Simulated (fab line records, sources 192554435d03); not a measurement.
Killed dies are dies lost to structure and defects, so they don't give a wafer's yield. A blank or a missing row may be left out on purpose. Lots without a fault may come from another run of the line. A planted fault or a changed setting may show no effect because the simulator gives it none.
A struck lot beside a sound one | flow n5_finfet | 39 steps out of a route of 1938
Sound: wafers L310.2, L310.3, L310.5. Struck: wafers L316.1, L316.5. (L316.6 of the same lot was not struck and is left out.) The cause comes at the end.
At each step with rows: each side's tool, then ch and its chambers, then its first start. Under that, the readings that differ: sound wafers | struck wafers | difference of the means | sigmas: that difference in standard deviations of wafers without a fault.
alike: readings whose means differ by less than 2 such deviations, and words and numbers that are the same on both sides. not compared: withheld readings, readings that some wafer has no value for, bounds like >300 that may hide the same value, and numbers for which the record gives no deviation and whose values overlap.
The two part at a step that has a row with sigmas, a row that says differs or no value, or rows on one side only. Numbers that don't overlap but have no deviation are shown without sigmas and don't part them. A reading that every wafer of one side lacks parts them only if that side has two wafers or more.

first, 9 steps without rows for these wafers: N5_HKMG_FIN_SOFTBAKE_07 (time 60 s); N5_HKMG_FIN_EXPOSE_09 (exposes mask NWFM); N5_HKMG_FIN_PEB_10 (peb time 60 s); N5_HKMG_FIN_DEVELOP_11 (develop time 30 s); N5_HKMG_FIN_DESCUM_17 (chemistry O2, time 7.9 s); N5_HKMG_FIN_ETCH_31 (etches SiARC in CF4, target depth 45.5 nm, time 75.8 s); N5_HKMG_FIN_ETCH_32 (etches SOC in N2/H2, target depth 240 nm, time 300 s); N5_HKMG_FIN_STRIP_33 (strips in N2/H2); N5_HKMG_FIN_STRIP_34 (strips in CF4).
N5_HKMG_FIN_ETCH_35: etches SOC in N2/H2, target depth 215.8 nm, time 243.4 s.
  sound on rie_diel-01 ch 1,2, day 5 14:57; struck on rie_diel-01 ch 0,3, day 7 05:34
  reading                                   | sound             | struck      | difference | sigmas
  run_length_s (s)                          | 267.2 266.5 266.5 | 194.5 193.8 | -72.6      | -99 or more
  model.HKMG_FIN.feature_depth_nm (nm)      | 217.6 212.8 212   | 156.8 147.4 | -62.0      |
  model.etch.depth_nm (nm)                  | 217.7 212.7 212.1 | 156.8 147.5 | -62.0      |
  model.SOC_of_HKMG_FIN_COAT_29.thk_nm (nm) | 82 84.8 87        | 142.6 153   | +63.2      |
  alike: drypump_motor_current_A, oes_product_au, rf_vpp_V, showerhead_plenum_p_Torr, throttle_valve_pct
  not compared: rf_hours_counter_h
N5_HKMG_FIN_STRIP_92: strips SOC in N2/H2, time 20 s.
  sound on rie_diel-01 ch 1,2, day 5 15:06; struck on rie_diel-01 ch 0,3, day 7 05:43
  reading                                   | sound          | struck      | difference | sigmas
  model.SOC_of_HKMG_FIN_COAT_29.thk_nm (nm) | 71.6 74.6 76.8 | 132.2 143.2 | +63.4      |
  alike: drypump_motor_current_A, oes_product_au, rf_vpp_V, showerhead_plenum_p_Torr, throttle_valve_pct
  not compared: rf_hours_counter_h
then, 26 steps without rows for these wafers: N5_HKMG_FIN_WET_ETCH_18 (etches TiN in SC1, time 55 s, target depth 5.2 nm, rinse time 30 s); N5_HKMG_FIN_STRIP_19 (strips in N2/H2, time 360 s); N5_HKMG_FIN_ALD_91 (deposits TiN, target thk 1 nm, pulse time 1 s, purge time 3 s); N5_HKMG_FIN_COAT_85 (time 60 s, resist thk 300 nm); N5_HKMG_FIN_ETCH_86 (etches SOC in N2/H2, stops on TiN, target depth 393.2 nm); N5_HKMG_FIN_STRIP_89 (strips SOC in N2/H2, time 20 s); N5_HKMG_FIN_WET_ETCH_87 (etches TiN in SC1, time 154.2 s, target depth 4.7 nm, rinse time 30 s); N5_HKMG_FIN_STRIP_88 (strips in N2/H2, time 360 s); N5_HKMG_FIN_NWFM_ALD_20 (deposits TiAlC, target thk 2 nm, pulse time 3 s, purge time 2 s); N5_HKMG_FIN_ALD_71 (deposits TiN, target thk 1 nm, pulse time 1 s, purge time 3 s); N5_HKMG_FIN_COAT_66 (time 60 s, resist thk 300 nm); N5_HKMG_FIN_ETCH_67 (etches SOC in N2/H2, stops on TiN, target depth 388.9 nm); N5_HKMG_FIN_STRIP_90 (strips SOC in N2/H2, time 20 s); N5_HKMG_FIN_WET_ETCH_73 (etches the open film in SC1, time 42.3 s, target depth 1.3 nm, rinse time 30 s); N5_HKMG_FIN_ETCHBACK_68 (etches the open film in Cl2/Ar, stops on HfO2, target depth 0.5 nm); N5_HKMG_FIN_STRIP_69 (strips in N2/H2, time 360 s); N5_HKMG_FIN_ALD_21 (deposits TiN, target thk 1.5 nm, pulse time 1 s, purge time 3 s); N5_HKMG_FIN_ALD_72 (deposits W, target thk 2 nm, pulse time 1 s, purge time 2 s); N5_HKMG_FIN_W_FILL_22 (material W, target thk 60 nm, time 18.2 s); N5_HKMG_FIN_PRECLEAN_83 (cleans in DIW, time 57.5 s); N5_HKMG_FIN_SRD_84 (dry time 32 s); N5_HKMG_FIN_CMP_23 (polishes, stops on SiNx, t overpolish 10 s, target thk 46.326 nm); N5_HKMG_FIN_CMP_94 (polishes, stops on SiNx, t overpolish 4.7 s, target thk 43.299 nm); N5_GATE_CUT_ETCHBACK_00 (etches W in SF6/Cl2); N5_GATE_CUT_ETCH_56 (etches TiN in Cl2/Ar, target depth 21.6 nm); N5_GATE_CUT_ETCHBACK_30 (etches TiN in Cl2/Ar, target depth 3 nm).
-- the record jumps here: 6 days lie between the struck wafers' starts before and after (it left off in module GATE_CUT and takes up again in module BEOL_M4, whose first step shown is number 1111 of the route) --
N5_BEOL_M4_RC_MEAS_101:
  sound on prober-02 ch 0, day 11 08:13; struck on prober-02 ch 0, day 12 22:34
  reading             | sound                      | struck            | difference | sigmas
  IOFF_N_LONG (nA/um) | 5.58e-05 5.67e-05 5.64e-05 | 4.07e-05 3.81e-05 | -1.69e-05  | -8
  IOFF_P (nA/um)      | 0.218 0.170 0.125          | 0.261 0.216       | +0.067     | +2
  ION_N (uA/um)       | 673 675 657                | 534 491           | -156       | -14
  VT_N (mV)           | 247 252 257                | 261 267           | +12        | +4
  VT_N_LONG (mV)      | 273.5 271.3 274.1          | 288.0 289.7       | +15.9      | +8
  VT_N_LVT (mV)       | 97 99 105                  | 111 118           | +14        | +5
  VT_P (mV)           | -251 -254 -257             | -246 -247         | +8         | +2
  alike: DIBL_N, DIBL_P, IOFF_N, ION_P, SS_N, SS_P
-- the record jumps here: 5 days lie between the struck wafers' starts before and after (it left off in module BEOL_M4 and takes up again in module PASSIVATION, whose first step shown is number 1936 of the route) --
N5_PASSIVATION_PROBE_49:
  sound on prober-02, day 15 18:40; struck on prober-02, day 17 17:48
  reading              | sound          | struck      | difference | sigmas
  sort_bin_8_speed (%) | 0 0 0          | 90.85 92.80 | +91.82     | +99 or more
  sort_n_pass          | 1077 1067 1073 | 0 0         | -1072      | -63
  sort_yield_pct (%)   | 91.3 90.4 90.9 | 0 0         | -91        | -65
  alike: defect_limited_yield, killed_at_M0_to_M3, killed_at_M4_up, killed_at_contacts, killed_at_front_end, killed_at_other, killed_dies, killed_on_rim, killed_open, killed_short, sort_bin_5_function, sort_bin_6_memory

WHERE THEY PART
First at N5_HKMG_FIN_ETCH_35; last, within this record, at N5_PASSIVATION_PROBE_49.

WHY: what the simulator had put in
Process parameter drift: rie_diel-01, from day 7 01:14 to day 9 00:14, at N5_HKMG_FIN_ETCH_35. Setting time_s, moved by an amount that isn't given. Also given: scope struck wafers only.
